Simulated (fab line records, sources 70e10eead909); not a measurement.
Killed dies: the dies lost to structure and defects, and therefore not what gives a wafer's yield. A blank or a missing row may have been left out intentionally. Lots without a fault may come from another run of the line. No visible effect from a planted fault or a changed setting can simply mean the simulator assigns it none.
Comparing a struck lot with a sound one    flow nand_harc    14 out of 1159 route steps
Sound: these wafers, L811.4, L811.5, L811.6. Wafers struck: L804.2, L804.3, L804.5. The cause comes at the end.
Each step with rows lists, per side, the tool, then ch with its chambers, then its first start. Under that, the readings that differ: sound wafers    struck wafers    difference of the means    sigmas: that difference in standard deviations of wafers without a fault.
alike: a reading whose means differ by less than 2 such deviations, as well as words and numbers matching on both sides. not compared: withheld readings; readings where some wafer has no value; bounds like >300 that might hide an equal value; numbers whose values overlap and for which the record gives no deviation.
A row with sigmas, a row that says differs or no value, or rows on one side alone: a step with any of these is where the two part. When numbers do not overlap yet have no deviation, they are printed without sigmas and do not part them. A reading missing from all wafers of one side parts the sides only when that side holds two or more wafers.

first, 1 step without rows for these wafers: NHARC_A_M0_DEVELOP_08 (develop time 35 s).
NHARC_A_M0_CD_MEAS_09 targets a cd of 80 nm.
  sound on cd_sem-03 ch 0, day 22 10:49; struck on cd_sem-02 ch 0, day 21 21:25
  alike: cd_nm
NHARC_A_M0_OVL_MEAS_10: pitch 160 nm.
  sound on overlay-01 at day 22 10:53; struck on overlay-01 at day 21 21:30
  alike: overlay_x_nm, overlay_y_nm
NHARC_A_M0_INSPECT_11:
  sound on defect_inspect-01 at day 22 10:55; struck on defect_inspect-01 at day 21 21:32
reading           sound     struck    difference  sigmas
raw_defect_count  27 20 27  56 44 53  +26         +2
NHARC_A_M0_DESCUM_14: chemistry O2, time 3 s.
  sound on rie_diel-07 ch 0,2,3, day 22 11:01; struck on rie_diel-07 ch 2,3, day 21 21:37
  alike: drypump_motor_current_A, oes_product_au, rf_vpp_V, showerhead_plenum_p_Torr, throttle_valve_pct
  not compared: rf_hours_counter_h
NHARC_A_M0_ETCH_34: etches the open film in N2/H2, target depth 40 nm, overetch 12 nm, time 43.94 s.
  sound on rie_diel-07 ch 0,1,2, day 22 11:05; struck on rie_diel-07 ch 0,3, day 21 21:42
  alike: bias_w, drypump_motor_current_A, n2_flow_sccm, oes_product_au, rf_vpp_V, showerhead_plenum_p_Torr, throttle_valve_pct
  not compared: rf_hours_counter_h
NHARC_A_M0_ETCH_15: etches the open film in C4F8/Ar, target depth 150 nm, overetch 15 nm, time 82.5 s.
  sound: rie_diel-07 ch 1,2,3; struck: rie_diel-07 ch 0,2,3
  alike: bias_w, oes_product_au, rf_vpp_V
  not compared: rf_hours_counter_h
NHARC_A_M0_CD_MEAS_16:
  sound on cd_sem-01 at day 22 11:17; struck on cd_sem-03 at day 21 21:56
  alike: cd_nm
NHARC_A_M0_STRIP_18: strips in N2/H2.
  sound on rie_diel-11 ch 0,1,3, day 22 11:25; struck on rie_diel-11 ch 1,3, day 21 22:02
  alike: drypump_motor_current_A, n2_flow_sccm, oes_product_au, rf_vpp_V, showerhead_plenum_p_Torr, throttle_valve_pct
  not compared: rf_hours_counter_h
then, 3 steps without rows for these wafers: NHARC_A_M0_STRIP_19 (strips in post etch residue remover, time 600 s); NHARC_A_M0_DEGAS_28 (time 60 s); NHARC_A_M0_PRE_CLEAN_29 (time 30 s).
NHARC_A_M0_PVD_20: deposits TaN, target thk 5 nm, time 8.06 s.
  sound on pvd_sputter-02 at day 22 12:01; struck on pvd_sputter-03 at day 21 22:41
  no value came back on the struck wafers for bias_v (V), cathode_dc_power_W (W), throttle_valve_pct (%), time_s (s); on the sound wafers bias_v (V) reads 163.3 169.0 168.2
NHARC_A_M0_PVD_21: deposits Cu, target thk 30 nm, time 20.49 s.
  sound on pvd_sputter-02; struck on pvd_sputter-03
  alike: cathode_dc_power_W, chamber_pressure_pa, throttle_valve_pct

WHERE THEY PART
First at NHARC_A_M0_INSPECT_11; last, within this record, at NHARC_A_M0_PVD_20. Later steps at which nothing parts them and some readings are alike: NHARC_A_M0_PVD_21.

WHY: what the simulator had put in
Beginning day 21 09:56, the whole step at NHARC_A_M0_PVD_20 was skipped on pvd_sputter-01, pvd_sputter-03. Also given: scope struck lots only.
